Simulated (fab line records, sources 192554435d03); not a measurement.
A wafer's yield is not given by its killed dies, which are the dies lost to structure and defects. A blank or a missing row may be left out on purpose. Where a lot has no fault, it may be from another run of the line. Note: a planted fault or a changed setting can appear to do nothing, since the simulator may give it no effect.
The same fault as seen by 2 desks / flow n5Finfet / numbers are kept per desk, each desk with only its own; the story behind them comes last

## FROM THE METROLOGY DESK
Means of the sampled wafers that have a number, per lot and without regard to the tool the lot ran on: this is what the gauges read. If a lot's mean is further than 4 standard deviations from the usual mean, the lot is out of limits and carries the mark OUT (the distance appears in the brackets).
Columns: A = M15_RS at N5_BEOL_M15_RS_MEAS_54, usual 0.02149 ohm/sq
lot=L282; first seen here=day 12 08:21; A=0.02139
lot=L285; first seen here=day 12 15:08; A=0.02146
lot=L283; first seen here=day 12 20:29; A=0.02144
lot=L284; first seen here=day 13 06:55; A=0.02160
lot=L288; first seen here=day 13 18:48; A=0.02185
lot=L289; first seen here=day 13 19:19; A=0.02122
lot=L296; first seen here=day 16 18:22; A=0.02127
lot=L300; first seen here=day 16 21:31; A=0.02110
lot=L302; first seen here=day 17 17:52; A=0.02154
lot=L304; first seen here=day 18 04:39; A=0.02171
This desk's verdict: no lot among the 10 shows anything out of limits.

## DESK OF THE TOOL OWNER: pvdSputter-02
The tool's own readings at N5_BEOL_M15_SPUTTER_43 (material TaN, target thk 15 nm, time 24.19 s): means of the sampled wafers that have a number, for each lot that ran on this tool. If a lot's mean is further than 4 standard deviations from the usual mean, the lot is out of limits and carries the mark OUT (the distance appears in the brackets).
Columns: A = throttleValvePct at N5_BEOL_M15_SPUTTER_43, usual 30.3 %
lot=L285; first seen here=day 12 13:12; A=30.7
lot=L283; first seen here=day 12 19:10; A=30.2
lot=L289; first seen here=day 13 18:04; A=30.5
lot=L300; first seen here=day 16 20:07; A=30.3
lot=L302; first seen here=day 17 16:37; A=30.8
lot=L304; first seen here=day 18 03:16; A=30.0
This desk's verdict: no lot among the 6 shows anything out of limits.

## BROUGHT TOGETHER
The metrology desk saw nothing out of limits.
The tool owner's desk saw nothing out of limits.

## WHAT THE SIMULATOR HAD PUT IN
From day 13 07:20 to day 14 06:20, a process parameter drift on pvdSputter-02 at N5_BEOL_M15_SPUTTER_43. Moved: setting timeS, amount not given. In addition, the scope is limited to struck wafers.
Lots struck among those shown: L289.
